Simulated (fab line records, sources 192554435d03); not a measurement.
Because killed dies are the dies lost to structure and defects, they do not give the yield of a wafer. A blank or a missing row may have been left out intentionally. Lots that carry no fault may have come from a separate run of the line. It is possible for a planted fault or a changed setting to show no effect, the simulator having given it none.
Comparing a struck lot with a sound one / flow n5 finfet / 38 out of 1938 route steps
Sound: wafers L789.2, L789.4, L789.5. Struck: wafer L799.3 (left out: L799.1, L799.6 of the same lot, which were not struck); the cause appears at the end.
Each step with rows lists, per side, the tool, then ch with its chambers, then its first start. Under that, the readings that differ: sound wafers / struck wafers / difference of the means / sigmas: that difference in standard deviations of wafers without a fault.
alike: same words and numbers on both sides, and readings whose means sit less than 2 such deviations apart. not compared: any withheld reading, any reading some wafer has no value for, any bound like >300 that may hide the same value, and any number with overlapping values for which the record gives no deviation.
The two part at a step that has a row with sigmas, a row that says differs or no value, or rows on one side only. Non-overlapping numbers with no deviation appear without sigmas and do not part them. A reading that every wafer of one side lacks parts them only if that side has two wafers or more.

first, 11 steps without rows for these wafers: N5_BEOL_M12_ETCH_59 (etches BARC in N2/H2, target depth 89 nm, overetch 26.7 nm, time 67.9 s); N5_BEOL_M12_VIA_ETCH_16 (etches SiOC in C4F8/O2/Ar, target depth 724.8 nm); N5_BEOL_M12_STRIP_63 (strips in N2/H2); N5_BEOL_M12_STRIP_64 (strips in N2/H2); N5_BEOL_M12_STRIP_71 (strips in post etch residue remover, time 60 s); N5_BEOL_M12_SRD_72 (time 30 s, dry time 30 s); N5_BEOL_M12_COAT_65 (time 60 s, resist thk 300 nm); N5_BEOL_M12_COAT_66 (time 60 s, resist thk 110 nm); N5_BEOL_M12_COAT_22 (resist thk 300 nm); N5_BEOL_M12_EBR_24; N5_BEOL_M12_SOFTBAKE_23 (time 60 s).
N5_BEOL_M12_EXPOSE_25: exposes mask M12.
  sound on krf scanner-02 ch 0, day 10 16:05; struck on krf scanner-02 ch 0, day 13 07:32
  alike: mask
then, 3 steps without rows for these wafers: N5_BEOL_M12_PEB_26 (peb time 90 s); N5_BEOL_M12_DEVELOP_27 (develop time 45 s); N5_BEOL_M12_HARDBAKE_32 (time 120 s).
N5_BEOL_M12_CD_MEAS_28: target cd 160.2 nm.
  sound on cd sem-02 ch 0, day 10 16:15; struck on cd sem-03 ch 0, day 13 07:43
reading=cd nm (nm); sound=161.1 162.2 160.4; struck=171.4; difference=+10.2; sigmas=+8
then, 20 steps without rows for these wafers: N5_BEOL_M12_DESCUM_33 (chemistry O2, time 7.9 s); N5_BEOL_M12_ETCH_67 (etches SiARC in CF4, target depth 143 nm, time 238.3 s); N5_BEOL_M12_ETCH_68 (etches SOC in N2/H2, time 285 s); N5_BEOL_M12_STRIP_69 (strips in N2/H2); N5_BEOL_M12_TRENCH_ETCH_34 (etches SiOC in C4F8/O2/Ar, target depth 318.95 nm, time 125.5 s); N5_BEOL_M12_STRIP_70 (strips in C4F8/O2/Ar); N5_BEOL_M12_STRIP_37 (strips in N2/H2); N5_BEOL_M12_ETCH_38 (etches SiCN in CF4/N2, target depth 68.7 nm, time 73.4 s); N5_BEOL_M12_PRECLEAN_39 (cleans in residue remover, time 60 s); N5_BEOL_M12_SRD_40 (time 30 s, dry time 30 s); N5_BEOL_M12_DEGAS_41 (time 60 s); N5_BEOL_M12_PRE_CLEAN_42 (time 30 s); N5_BEOL_M12_SPUTTER_43 (material TaN, target thk 15 nm, time 24.19 s); N5_BEOL_M12_SPUTTER_44 (material Ta, target thk 10 nm, time 16.13 s); N5_BEOL_M12_SPUTTER_45 (material Cu, target thk 80 nm, time 13.33 s); N5_BEOL_M12_ECD_47 (material Cu, target thk 720 nm); N5_BEOL_M12_ANNEAL_48 (time 90 s); N5_BEOL_M12_CMP_49 (polishes, stops on SiOC, t overpolish 20.6 s, target thk 320 nm); N5_BEOL_M12_PRE_CLEAN_52 (time 15 s); N5_BEOL_M12_DEP_53 (deposits SiCN from 3MS/NH3, target thk 30 nm, time 10.5 s).
N5_BEOL_M15_RC_MEAS_101:
  sound on prober-02 ch 0, day 11 13:59; struck on prober-02 ch 0, day 14 14:23
reading=COMB_M13 (S/m); sound=4.5e-12 4.2e-12 5e-12; struck=7.3e-12; difference=+2.7e-12; sigmas=+3
reading=SERP_M12 (ohm/um); sound=0.620 0.624 0.645; struck=0.560; difference=-0.070; sigmas=-5
reading=SERP_M12_max_site (ohm/um); sound=0.631 0.629 0.656; struck=0.577; difference=-0.062; sigmas=-4
reading=SERP_M9 (ohm/um); sound=2.98 3.06 2.99; struck=3.22; difference=+0.21; sigmas=+3
  alike: COMB_M10, COMB_M10_max_site, COMB_M11, COMB_M12, COMB_M14, COMB_M15, COMB_M5, COMB_M6, COMB_M7, COMB_M8, COMB_M8_max_site, COMB_M9, SERP_M10, SERP_M10_max_site, SERP_M11, SERP_M13, SERP_M14, SERP_M5, SERP_M6, SERP_M7, SERP_M7_max_site, SERP_M8, SERP_M9_max_site
N5_PASSIVATION_PROBE_49:
  the record holds rows for the sound wafers here (prober-02, day 12 02:34) but none for the struck ones

== WHERE THEY PART ==
Earliest at N5_BEOL_M12_CD_MEAS_28; latest, in this record, at N5_PASSIVATION_PROBE_49.

WHY: the cause the simulator had injected
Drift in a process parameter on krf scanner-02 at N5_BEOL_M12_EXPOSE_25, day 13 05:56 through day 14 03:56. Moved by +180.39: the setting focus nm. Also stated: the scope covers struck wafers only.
